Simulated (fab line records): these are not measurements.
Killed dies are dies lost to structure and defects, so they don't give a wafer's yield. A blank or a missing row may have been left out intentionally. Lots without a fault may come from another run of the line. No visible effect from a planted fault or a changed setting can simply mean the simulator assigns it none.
Struck lot and sound lot, side by side ; flow nand harc ; 13 out of 1159 route steps
Sound: these wafers, L680.1, L680.2, L680.6. Struck: wafers L685.2, L685.3. (L685.6 of the same lot was not struck and is left out.) The cause comes at the end.
Order at every step that has rows: each side's tool, ch and its chambers, its first start. Under that, the readings that differ: sound wafers ; struck wafers ; difference of the means ; sigmas: that difference in standard deviations of wafers without a fault.
alike: a reading whose means differ by less than 2 such deviations, as well as words and numbers matching on both sides. not compared: withheld readings; readings where some wafer has no value; bounds like >300 that might hide an equal value; numbers whose values overlap and for which the record gives no deviation.
The two part at a step that has a row with sigmas, a row that says differs or no value, or rows on one side only. Numbers that don't overlap but have no deviation are shown without sigmas and don't part them. A reading missing from all wafers of one side parts the sides only when that side holds two or more wafers.

first, 1 step without rows for these wafers: NHARC_A_SLIT_SRD_20.
NHARC_A_SLIT_CD_MEAS_21:
  struck on cd sem-01, day 17 05:05; sound on cd sem-03, day 15 05:01
  alike: cd nm
then, 3 steps without rows for these wafers: NHARC_A_SIN_REMOVE_WET_00 (chemistry H3PO4, time 15300 s); NHARC_A_SIN_REMOVE_PRECLEAN_01 (cleans in SC1); NHARC_A_SIN_REMOVE_SRD_02.
NHARC_A_SIN_REMOVE_INSPECT_04:
  struck on defect inspect-02, day 17 11:10; sound on defect inspect-01, day 15 12:02
  alike: raw defect count
NHARC_A_WL_FILL_ALD_00: deposits Al2O3, target thk 3 nm, pulse time 3 s, ald cycles 30.
  sound on ald hk-03 ch 1,2, day 15 12:06; struck on ald hk-02 ch 2,3, day 17 11:13
  alike: heater power w, precursor pulse height rel
  not compared: since wet clean h
NHARC_A_WL_FILL_RTA_01: time 5 s.
  sound on rtp anneal-02 ch 0, day 15 12:22; struck on rtp anneal-01 ch 0, day 17 11:31
reading;sound;struck;difference;sigmas
lamp power pct (%);35.7 35.8 35.8;33.4 33.3;-2.4;-2
  alike: lamp_zone_1_pct, wafer_temp_C_max
NHARC_A_WL_FILL_ALD_02: deposits TiN, target thk 2 nm, pulse time 3 s, ald cycles 100.
  sound on ald metal-02 ch 1,3, day 15 12:37; struck on ald metal-01 ch 0,2, day 17 11:43
  alike: heater power w, precursor pulse height rel
  not compared: since wet clean h
NHARC_A_WL_FILL_CVD_03: deposits W, target thk 40 nm, time 3302 s.
  sound on cvd w-01 ch 0,1, day 15 13:01; struck on cvd w-01 ch 0, day 17 12:16
  alike: heater power w, throttle valve pct
  not compared: since wet clean h
NHARC_A_WL_FILL_ETCHBACK_04: etches the open film in NF3, target depth 60 nm, time 120 s.
  sound on rie metal-03 ch 0,1, day 15 16:19; struck on rie metal-03 ch 1, day 17 15:37
reading;sound;struck;difference;sigmas
oes product au (a.u.);1.007 1.004 1.002;0.786 0.789;-0.217;-28
  alike: drypump motor current A
  not compared: rf hours counter h
NHARC_A_WL_FILL_ETCHBACK_05: etches the open film in Cl2/BCl3, target depth 22 nm, time 60 s.
  sound on rie metal-03 ch 0,1, day 15 16:33; struck on rie metal-03 ch 0,1, day 17 15:50
  alike: drypump motor current A, oes product au
  not compared: rf hours counter h
-- the record jumps here: 4 days lie between the struck wafers' starts before and after (it left off in module A_WL_FILL and takes up again in module END, whose first step shown is number 1159 of the route) --
NHARC_END_SORT_01:
  here the record holds rows for the struck wafers (prober-02 ch 0, day 21 23:11) but none for the sound ones

WHERE THEY PART
First at NHARC_A_WL_FILL_RTA_01; last, within this record, at NHARC_END_SORT_01.

WHY: what had been put in by the simulator
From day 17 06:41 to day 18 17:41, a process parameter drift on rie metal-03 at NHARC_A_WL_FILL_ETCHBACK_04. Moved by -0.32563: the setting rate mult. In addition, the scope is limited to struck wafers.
